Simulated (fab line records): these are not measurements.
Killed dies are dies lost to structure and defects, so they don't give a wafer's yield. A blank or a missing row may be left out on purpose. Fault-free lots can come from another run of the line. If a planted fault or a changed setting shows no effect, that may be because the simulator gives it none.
fab line records | flow n5-finfet
record lots=5 wafers=15 last-day=19
route steps=1938 shown BEOL_M4@1099 BEOL_M5@1112 MIM_TOP_ETCH@1851 PASSIVATION@1936
lots that met no fault: taken from a fault-free run of the same line
start-h: hours from the record's opening day to when the first of the lot's shown wafers began | wait-h: hours elapsed since this lot's preceding step | " the same as in the row above | L1.1+2: a single row standing in for several wafers | - either no value or no given start | * or withheld: withheld | < > ~ a bound
route shown NAME@n: NAME is a module with steps in the file, n the number in the route of the first one | usual: mean/standard deviation taken from wafers without a fault | same: alike in all rows | chamber/n: place in a boat | sites: per-site readings | _std_site: standard deviation across them | _edge_site: the outer-site mean with the inner-site mean subtracted | radius-mm: for every site, how far away it sits from the centre of the wafer | mask NAME#n: copy n | behind: the tool/chamber that last shaped the wafer | hold: reason for holding the lot/hours on hold/outcome of the hold | device: whichever transistor did not switch (one of n, p or np) | end of line: tests of these same wafers at the route's end | a step given without rows: its recipe and nothing more | killed: count of dies lost to structure and defects at first sort (not the wafer's yield) | map: the dies of a wafer, with x for killed, . for not killed, _ for no die there
set.NAME: the setting as run; set.NAME@STEP: as run at that earlier step | model.NAME: the simulator's own value behind a step, which no gauge read
lots seen at some steps along the route; tables by step, rows by wafer
services: from which hour (start-h, from the record's first day; less than 0 if before it) a tool's chamber was out of use, for how many hours, and why
## steps
# step N5_BEOL_M4_ANNEAL_95
# recipe temp-c=400 time-s=240 ambient=vacuum
# step N5_BEOL_M4_SPUTTER_96
# recipe material=Cu target-thk-a=45 temp-c=-20 chamber-pressure-pa=0.07 power-w=withheld time-s=8.29
# step N5_BEOL_M4_ECD_50
# recipe material=Cu target-thk-a=3000
# step N5_BEOL_M4_ANNEAL_51
# recipe temp-c=225 time-s=90 ambient=N2
# step N5_BEOL_M4_CMP_52
# recipe stop-on=SiOC t-overpolish-s=6.8 down-force-psi=1 platen-rpm=50 clearing-platen-down-force-psi=1.5 clearing-platen-rpm=50 post-cmp-clean=cu-alkaline target-thk-nm=40 clearing-platen-pad-velocity-m-s=0.99484 pad-velocity-m-s=0.99484
# step N5_BEOL_M4_PRE_CLEAN_60
# recipe gas=NH3/H2 time-s=15 temp-c=* rf-power-w=300
# step N5_BEOL_M4_CO_CAP_55
# recipe material=Co target-thk-a=20 temp-c=200 precursor=CCTBA/H2 pressure-torr=30 time-s=102.1
# step N5_BEOL_M4_PRE_CLEAN_56
# recipe gas=NH3 time-s=15 temp-c=withheld rf-power-w=300
# step N5_BEOL_M4_DEP_57
# recipe material=SiCN target-thk-a=80 temp-c=withheld precursor=3MS/NH3 pressure-torr=3 rf-w=202 time-s=14
# step N5_BEOL_M4_RC_MEAS_101
# usual DIBL_N=36.6/1.3 DIBL_P=36.4/1.4 IOFF_N=0.167/0.023 IOFF_P=0.219/0.029 ION_N=678/8.7 ION_P=464/6.4 SS_N=71.5/0.53 SS_P=73.4/0.57 VT_N=248.5/2.8 VT_P=-249/3.1
# columns lot.wafer tool chamber start-h wait-h DIBL_N[mV/V] DIBL_P[mV/V] IOFF_N[nA/um] IOFF_P[nA/um] ION_N[uA/um] ION_P[uA/um] SS_N[mV/dec] SS_P[mV/dec] VT_N[mV] VT_P[mV]
L364.3 prober-02 0 196.53 0.3 35.5 35.3 0.147 0.207 677 467 70.4 73.4 250.7 -252
L364.5 " 0 " " 36.6 35.2 0.159 0.198 677 464 71.5 73.2 251.4 -249
L364.6 " 0 " " 34.8 33.9 0.130 0.189 663 459 71.2 73.2 253.6 -248
L371.1 prober-01 0 300.00 0.0 36.7 38.2 0.209 0.269 681 470 71.9 73.9 245.7 -246
L371.2 " 0 " " 36.2 37.5 0.190 0.247 682 466 71.6 73.7 246.2 -246
L371.6 " 0 " " 37.3 39.1 0.214 0.276 679 467 72.0 74.4 246.3 -247
L375.2 prober-01 0 305.21 0.2 35.7 36.6 0.159 0.191 667 450 71.9 73.6 249.2 -252
L375.3 " 0 " " 36.3 38.4 0.188 0.209 673 454 72.4 74.0 247.2 -252
L375.5 " 0 " " 36.1 37.4 0.176 0.202 665 452 72.1 73.8 249.8 -252
L376.3 prober-01 0 308.82 0.3 37.4 37.2 0.193 0.231 675 461 71.2 73.1 246.4 -248
L376.5 " 0 " " 35.9 35.8 0.157 0.210 670 457 71.6 73.3 249.6 -249
L376.6 " 0 " " 35.7 35.4 0.152 0.201 677 460 71.9 73.5 249.6 -251
L382.4 prober-01 0 334.99 0.5 36.9 35.3 0.148 0.176 676 458 71.3 73.2 249.4 -254
L382.5 " 0 " " 37.7 36.3 0.158 0.191 680 457 71.2 73.0 250.6 -251
L382.6 " 0 " " 37.2 35.9 0.148 0.179 669 458 71.5 73.4 251.7 -255
# step N5_BEOL_M5_ILD_DEP_00
# recipe material=SiCOH_lowk target-thk-a=1406.4 temp-c=300 precursor=DEMS/porogen pressure-torr=5 rf-w=500 time-s=25.9
# step N5_BEOL_M5_CURE_79
# recipe temp-c=385 time-s=240 ambient=He/Ar material=SiCOH_lowk
# step N5_BEOL_M5_PECVD_70
# recipe material=SiO2 target-thk-a=160 temp-c=400 precursor=TEOS/O2 pressure-torr=5.5 rf-w=450 teos-flow-sccm=53.8 gas=O2 flow-sccm=3000 time-s=18
# step N5_BEOL_M5_HM_DEP_02
# recipe material=TiN target-thk-a=200 temp-c=25 chamber-pressure-pa=0.49996
# step N5_BEOL_M5_COAT_59
# recipe resist=SOC temp-c=250 time-s=60 spin-rpm=1500 resist-thk-nm=60
# step N5_BEOL_M5_COAT_60
# recipe resist=SiARC temp-c=220 time-s=60 spin-rpm=1500 resist-thk-nm=12
# step N5_BEOL_M5_COAT_71
# recipe resist=underlayer temp-c=205 time-s=60 spin-rpm=1500 resist-thk-nm=5
# step N5_BEOL_M5_COAT_05
# recipe resist=CAR-EUV spin-rpm=1500 resist-thk-nm=30
# step N5_BEOL_M5_EBR_07
# recipe solvent=PGMEA ebr-width-mm=1.5
# step N5_BEOL_M5_SOFTBAKE_06
# recipe temp-c=110 time-s=60 resist=CAR-EUV
# step N5_BEOL_M5_EXPOSE_08
# recipe mask-id=M5 na=0.33 source-shape=annular sigma-inner=0.4 sigma-outer=0.8 polarization=unpolarized target-cd-nm=28 dose-mj=35.75
# step N5_BEOL_M5_PEB_09
# recipe peb-temp-c=100 peb-time-s=60 resist=CAR-EUV
# step N5_BEOL_M5_DEVELOP_10
# recipe develop-time-s=30 developer=TMAH resist=CAR-EUV rinse-liquid=surfactant-rinse dry=air-spin dev-temp-c=23
# step N5_BEOL_M5_DESCUM_16
# recipe chemistry=O2 time-s=7 source-power-w=50 bias-power-w=20 pressure-mtorr=20 rf-frequency-hz=2.712e+07 temp-c=40 resist=CAR-EUV o2-flow-sccm=225
# step N5_BEOL_M5_ETCH_72
# recipe chemistry=N2/H2 target=underlayer target-depth-a=65 mask-material=CAR-EUV time-s=5.2 ion-energy-ev=200 pressure-mtorr=30 source-w=840 bias-w=150 n2-flow-sccm=200 h2-flow-sccm=200 ends=cleared
# step N5_BEOL_M5_ETCH_61
# recipe chemistry=CF4 target=SiARC target-depth-a=156 mask-material=CAR-EUV time-s=26 ion-energy-ev=80 pressure-mtorr=40 source-w=545 bias-w=36 Ar_flow_sccm=100 cf4-flow-sccm=100 ends=cleared
# step N5_BEOL_M5_ETCH_62
# recipe chemistry=N2/H2 target=SOC target-depth-a=750 overetch-a=150 mask-material=SiARC temp-c=40 time-s=112.5 ion-energy-ev=200 pressure-mtorr=30 source-w=840 bias-w=150 n2-flow-sccm=200 h2-flow-sccm=200
# step N5_BEOL_M5_STRIP_63
# recipe chemistry=N2/H2 temp-c=40 n2-flow-sccm=200 h2-flow-sccm=200 rf-frequency-hz=6e+07
# step N5_BEOL_M5_STRIP_73
# recipe chemistry=N2/H2 temp-c=40 n2-flow-sccm=200 h2-flow-sccm=200 rf-frequency-hz=6e+07
# step N5_BEOL_M5_STRIP_64
# recipe chemistry=CF4 resist=SiARC power-w=300 bias-power-w=75 pressure-mtorr=50 cf4-flow-sccm=150 rf-frequency-hz=6e+07
# step N5_BEOL_M5_HM_OPEN_17
# recipe chemistry=Cl2/BCl3 target-depth-a=200 overetch-a=60 target=TiN mask-material=SOC ion-energy-ev=150 pressure-mtorr=10 icp-w=1000 bias-w=126 Cl2_flow_sccm=53.25 bcl3-flow-sccm=21.75 Ar_flow_sccm=25
# step N5_BEOL_M5_STRIP_19
# recipe chemistry=O2 power-w=400 temp-c=40 pressure-mtorr=30 rf-frequency-hz=6e+07 bias-power-w=0 overash-fraction=0.2 o2-flow-sccm=225
# step N5_BEOL_M5_COAT_65
# recipe resist=SOC temp-c=250 time-s=60 spin-rpm=1500 resist-thk-nm=60
# step N5_BEOL_M5_COAT_66
# recipe resist=SiARC temp-c=220 time-s=60 spin-rpm=1500 resist-thk-nm=12
# step N5_MIM_TOP_ETCH_ETCH_00
# recipe chemistry=Cl2/BCl3 target=TiN target-depth-a=385 ion-energy-ev=150 pressure-mtorr=10 icp-w=1000 bias-w=126 Cl2_flow_sccm=53.25 bcl3-flow-sccm=21.75 Ar_flow_sccm=25
# usual bcl3-flow-sccm=21.75/0.061 bias-w=126.0/0.35 drypump-motor-current-A=5.95/0.13 he-backside-leak-sccm=3.39/0.28 oes-product-au=0.80/0.076 throttle-valve-pct=22.61/0.27
# columns lot.wafer tool chamber start-h wait-h bcl3-flow-sccm bias-w drypump-motor-current-A he-backside-leak-sccm oes-product-au throttle-valve-pct model.coat_of_MIM_TOP_LITHO_COAT_02.thk-nm
L364.3 rie-metal-03 0 289.90 0.1 21.78 125.9 5.79 3.34 0.91 22.91 *
L364.5 " 1 " " 21.78 125.2 5.93 3.30 0.88 22.44 *
L364.6 " 0 " " 21.77 125.9 5.80 3.54 0.92 22.91 *
L371.1 rie-metal-03 0 397.16 0.1 - - - - - - *
L371.2 " 1 " " - - - - - - *
L371.6 " 1 " " - - - - - - *
L376.3 rie-metal-01 1 397.62 0.1 - - - - - - *
L376.5 " 0 " " - - - - - - *
L376.6 " 1 " " - - - - - - *
L375.2 rie-metal-02 1 408.39 0.1 - - - - - - *
L375.3 " 0 " " - - - - - - *
L375.5 " 1 " " - - - - - - *
L382.4 rie-metal-03 1 439.65 0.1 21.84 125.6 5.97 3.12 0.81 22.45 *
L382.5 " 0 " " 21.73 126.5 5.78 3.13 0.86 22.96 *
L382.6 " 1 " " 21.69 125.8 5.98 3.26 0.81 22.46 *
# step N5_PASSIVATION_PROBE_49
# usual defect-limited-yield=91.6/1.6 killed_at_M0_to_M3=32/9.7 killed_at_M4_up=13/4.4 killed-at-contacts=12/6.5 killed-at-front-end=38/12 killed-at-other=3.7/3 killed-dies=99/18 killed-on-rim=13/3.9 killed-open=66/14 killed-short=32/7.5 sort_bin_5_function=4.9/1 sort_bin_6_memory=3.2/0.73 sort-n-pass=1081/18 sort-yield-pct=91.6/1.6
# same gross-dies=1180 killed-at-back-side=0 sort_bin_4_leakage[%]=0 sort_bin_8_speed[%]=0
# columns lot.wafer tool chamber start-h wait-h defect-limited-yield[%] killed_at_M0_to_M3 killed_at_M4_up killed-at-contacts killed-at-front-end killed-at-other killed-dies killed-on-rim killed-open killed-short sort_bin_5_function[%] sort_bin_6_memory[%] sort-n-pass sort-yield-pct[%]
L371.1 prober-02 - 408.31 0.0 0 24 11 18 28 1099 1180 152 55 25 97.5 2.5 0 0
L371.2 prober-02 - 408.36 0.1 0 25 10 24 40 1081 1180 152 66 36 95.7 3.9 0 0
L371.6 prober-02 - 408.56 0.3 0 20 10 11 25 1114 1180 152 46 23 97.1 2.8 0 0
L376.3 prober-01 - 409.09 0.1 0 29 13 9 42 1087 1180 152 66 26 96.8 3.2 0 0
L376.5 prober-01 - 409.19 0.2 0 40 12 13 40 1075 1180 152 69 38 96.5 3.2 0 0
L376.6 prober-01 - 409.24 0.3 0 46 10 4 36 1084 1180 152 67 38 96.9 2.6 0 0
L375.2 prober-01 - 418.75 0.1 0 18 12 8 30 1112 1180 152 43 30 97.5 2.2 0 0
L375.3 prober-01 - 418.80 0.1 0 35 15 9 48 1073 1180 152 68 41 96.3 3.5 0 0
L375.5 prober-01 - 418.90 0.2 0 22 6 9 58 1085 1180 152 56 42 96.8 3.0 0 0
# killed by level:class
L371.1 MIM_TOP_ETCH:area-etch=1098 MOL_CONTACT_COAG:geometric-particle:open=11 STI_FIN_REVEAL:geometric-particle:open=6 BEOL_M1:geometric-particle:open=6 BEOL_M3:geometric-particle:open=6 MOL_CONTACT_COAG:geometric-particle:short=5 FIN_SAQP:geometric-particle:open=4 DUMMY_GATE:geometric-particle:open=3
L371.2 MIM_TOP_ETCH:area-etch=1077 MOL_CONTACT_COAG:geometric-particle:open=19 STI_FIN_REVEAL:geometric-particle:open=7 BEOL_M0_SAQP:geometric-particle:short=7 BEOL_M0_SAQP:geometric-particle:open=7 GATE_CUT:geometric-particle:open=6 BEOL_M3:geometric-particle:open=5 MOL_CONTACT_COAG:geometric-particle:short=5
L371.6 MIM_TOP_ETCH:area-etch=1111 MOL_CONTACT_COAG:geometric-particle:open=8 BEOL_M3:geometric-particle:open=8 BEOL_M1:geometric-particle:open=6 DUMMY_GATE:geometric-particle:open=5 DUMMY_GATE:geometric-particle:short=4 BEOL_M7:geometric-particle:open=4 MOL_CONTACT_COAG:geometric-particle:short=3
L376.3 MIM_TOP_ETCH:area-etch=1085 FIN_SAQP:geometric-particle:open=9 FIN_SAQP:geometric-particle:short=9 STI_FIN_REVEAL:geometric-particle:open=9 MOL_CONTACT_COAG:geometric-particle:open=8 BEOL_M0_SAQP:geometric-particle:short=5 BEOL_M0:geometric-particle:open=5 DUMMY_GATE:geometric-particle:open=4
L376.5 MIM_TOP_ETCH:area-etch=1073 BEOL_M0_SAQP:geometric-particle:short=12 FIN_SAQP:geometric-particle:open=9 FIN_SAQP:geometric-particle:short=9 MOL_CONTACT_COAG:geometric-particle:open=9 STI_FIN_REVEAL:geometric-particle:open=7 BEOL_M2:geometric-particle:open=7 BEOL_M0_SAQP:geometric-particle:open=6
L376.6 MIM_TOP_ETCH:area-etch=1075 BEOL_M0_SAQP:geometric-particle:short=13 STI_FIN_REVEAL:geometric-particle:open=11 BEOL_M0_SAQP:geometric-particle:open=11 BEOL_M1:geometric-particle:open=10 FIN_SAQP:geometric-particle:short=6 FIN_SAQP:geometric-particle:open=4 DUMMY_GATE:geometric-particle:open=4
L375.2 MIM_TOP_ETCH:area-etch=1107 GATE_CUT:geometric-particle:short=7 FIN_SAQP:geometric-particle:short=6 FIN_SAQP:geometric-particle:open=6 MOL_CONTACT_COAG:geometric-particle:open=5 BEOL_M2:geometric-particle:open=5 STI_FIN_REVEAL:geometric-particle:open=4 BEOL_M3:geometric-particle:open=4
L375.3 MIM_TOP_ETCH:area-etch=1071 BEOL_M2:geometric-particle:open=14 GATE_CUT:geometric-particle:short=12 FIN_SAQP:geometric-particle:short=10 STI_FIN_REVEAL:geometric-particle:open=10 MOL_CONTACT_COAG:geometric-particle:open=8 BEOL_M0_SAQP:geometric-particle:open=8 BEOL_M3:geometric-particle:open=6
L375.5 MIM_TOP_ETCH:area-etch=1082 FIN_SAQP:geometric-particle:short=10 STI_FIN_REVEAL:geometric-particle:open=10 FIN_SAQP:geometric-particle:open=8 GATE_CUT:geometric-particle:short=8 BEOL_M2:geometric-particle:open=7 MOL_CONTACT_COAG:geometric-particle:open=6 STI_FIN_REVEAL:geometric-particle:short=5
# map L371.1 (x killed, . not)
_________________xxxxxxxxxxxx________________
______________xxxxxxxxxxxxxxxxxx_____________
___________xxxxxxxxxxxxxxxxxxxxxxxx__________
__________xxxxxxxxxxxxxxxxxxxxxxxxxx_________
________xxxxxxxxxxxxxxxxxxxxxxxxxxxxxx_______
_______xxxxxxxxxxxxxxxxxxxxxxxxxxxxxxxx______
______xxxxxxxxxxxxxxxxxxxxxxxxxxxxxxxxxx_____
_____xxxxxxxxxxxxxxxxxxxxxxxxxxxxxxxxxxxx____
____xxxxxxxxxxxxxxxxxxxxxxxxxxxxxxxxxxxxxx___
___xxxxxxxxxxxxxxxxxxxxxxxxxxxxxxxxxxxxxxxx__
___xxxxxxxxxxxxxxxxxxxxxxxxxxxxxxxxxxxxxxxx__
__xxxxxxxxxxxxxxxxxxxxxxxxxxxxxxxxxxxxxxxxxx_
__xxxxxxxxxxxxxxxxxxxxxxxxxxxxxxxxxxxxxxxxxx_
_xxxxxxxxxxxxxxxxxxxxxxxxxxxxxxxxxxxxxxxxxxxx
_xxxxxxxxxxxxxxxxxxxxxxxxxxxxxxxxxxxxxxxxxxxx
_xxxxxxxxxxxxxxxxxxxxxxxxxxxxxxxxxxxxxxxxxxxx
_xxxxxxxxxxxxxxxxxxxxxxxxxxxxxxxxxxxxxxxxxxxx
_xxxxxxxxxxxxxxxxxxxxxxxxxxxxxxxxxxxxxxxxxxxx
_xxxxxxxxxxxxxxxxxxxxxxxxxxxxxxxxxxxxxxxxxxxx
_xxxxxxxxxxxxxxxxxxxxxxxxxxxxxxxxxxxxxxxxxxxx
_xxxxxxxxxxxxxxxxxxxxxxxxxxxxxxxxxxxxxxxxxxxx
__xxxxxxxxxxxxxxxxxxxxxxxxxxxxxxxxxxxxxxxxxx_
__xxxxxxxxxxxxxxxxxxxxxxxxxxxxxxxxxxxxxxxxxx_
___xxxxxxxxxxxxxxxxxxxxxxxxxxxxxxxxxxxxxxxx__
___xxxxxxxxxxxxxxxxxxxxxxxxxxxxxxxxxxxxxxxx__
____xxxxxxxxxxxxxxxxxxxxxxxxxxxxxxxxxxxxxx___
_____xxxxxxxxxxxxxxxxxxxxxxxxxxxxxxxxxxxx____
______xxxxxxxxxxxxxxxxxxxxxxxxxxxxxxxxxx_____
_______xxxxxxxxxxxxxxxxxxxxxxxxxxxxxxxx______
________xxxxxxxxxxxxxxxxxxxxxxxxxxxxxx_______
__________xxxxxxxxxxxxxxxxxxxxxxxxxx_________
___________xxxxxxxxxxxxxxxxxxxxxxxx__________
______________xxxxxxxxxxxxxxxxxx_____________
_________________xxxxxxxxxxxx________________
# map L375.2 (x killed, . not)
_________________xxxxxxxxxxxx________________
______________xxxxxxxxxxxxxxxxxx_____________
___________xxxxxxxxxxxxxxxxxxxxxxxx__________
__________xxxxxxxxxxxxxxxxxxxxxxxxxx_________
________xxxxxxxxxxxxxxxxxxxxxxxxxxxxxx_______
_______xxxxxxxxxxxxxxxxxxxxxxxxxxxxxxxx______
______xxxxxxxxxxxxxxxxxxxxxxxxxxxxxxxxxx_____
_____xxxxxxxxxxxxxxxxxxxxxxxxxxxxxxxxxxxx____
____xxxxxxxxxxxxxxxxxxxxxxxxxxxxxxxxxxxxxx___
___xxxxxxxxxxxxxxxxxxxxxxxxxxxxxxxxxxxxxxxx__
___xxxxxxxxxxxxxxxxxxxxxxxxxxxxxxxxxxxxxxxx__
__xxxxxxxxxxxxxxxxxxxxxxxxxxxxxxxxxxxxxxxxxx_
__xxxxxxxxxxxxxxxxxxxxxxxxxxxxxxxxxxxxxxxxxx_
_xxxxxxxxxxxxxxxxxxxxxxxxxxxxxxxxxxxxxxxxxxxx
_xxxxxxxxxxxxxxxxxxxxxxxxxxxxxxxxxxxxxxxxxxxx
_xxxxxxxxxxxxxxxxxxxxxxxxxxxxxxxxxxxxxxxxxxxx
_xxxxxxxxxxxxxxxxxxxxxxxxxxxxxxxxxxxxxxxxxxxx
_xxxxxxxxxxxxxxxxxxxxxxxxxxxxxxxxxxxxxxxxxxxx
_xxxxxxxxxxxxxxxxxxxxxxxxxxxxxxxxxxxxxxxxxxxx
_xxxxxxxxxxxxxxxxxxxxxxxxxxxxxxxxxxxxxxxxxxxx
_xxxxxxxxxxxxxxxxxxxxxxxxxxxxxxxxxxxxxxxxxxxx
__xxxxxxxxxxxxxxxxxxxxxxxxxxxxxxxxxxxxxxxxxx_
__xxxxxxxxxxxxxxxxxxxxxxxxxxxxxxxxxxxxxxxxxx_
___xxxxxxxxxxxxxxxxxxxxxxxxxxxxxxxxxxxxxxxx__
___xxxxxxxxxxxxxxxxxxxxxxxxxxxxxxxxxxxxxxxx__
____xxxxxxxxxxxxxxxxxxxxxxxxxxxxxxxxxxxxxx___
_____xxxxxxxxxxxxxxxxxxxxxxxxxxxxxxxxxxxx____
______xxxxxxxxxxxxxxxxxxxxxxxxxxxxxxxxxx_____
_______xxxxxxxxxxxxxxxxxxxxxxxxxxxxxxxx______
________xxxxxxxxxxxxxxxxxxxxxxxxxxxxxx_______
__________xxxxxxxxxxxxxxxxxxxxxxxxxx_________
___________xxxxxxxxxxxxxxxxxxxxxxxx__________
______________xxxxxxxxxxxxxxxxxx_____________
_________________xxxxxxxxxxxx________________
## services
# columns tool chamber start-h hours kind
rie-metal-01 0 283.97 2.3 repair
rie-metal-01 0 308.48 - clean
rie-metal-01 0 308.48 14.4 scheduled-down
rie-metal-01 0 308.48 14.4 vent-cycle
## key
first-sign step=N5_MIM_TOP_ETCH_ETCH_00 reading=tool-record direction=missing
effect step=N5_PASSIVATION_PROBE_49 reading=killed-at-other direction=up sigmas=99+ usual=3.7 struck=1090
model-effect step=N5_MIM_TOP_ETCH_ETCH_00 value=coat_of_MIM_TOP_LITHO_COAT_02.thk-nm without=* struck=*
more-kills-born-at N5_MIM_TOP_ETCH_ETCH_00@rie-metal-03=3286 N5_MIM_TOP_ETCH_ETCH_00@rie-metal-02=3260 N5_MIM_TOP_ETCH_ETCH_00@rie-metal-01=3233
met-at N5_MIM_TOP_ETCH_ETCH_00
struck-wafers L371.1,L371.2,L371.6,L375.2,L375.3,L375.5,L376.3,L376.5,L376.6
later-rows-left-out L371.1,L371.2,L371.6,L375.2,L375.3,L375.5,L376.3,L376.5,L376.6
onset-between 289.90 397.16
fault kind=skipped-step-whole tool=rie-metal-01,rie-metal-02,rie-metal-03 chamber=- onset-h=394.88 steps=N5_MIM_TOP_ETCH_ETCH_00 scope=struck-lots-only
# later-rows-left-out: the simulator's readings of these wafers behind a module that went badly wrong aren't trusted and aren't shown, but for the sort
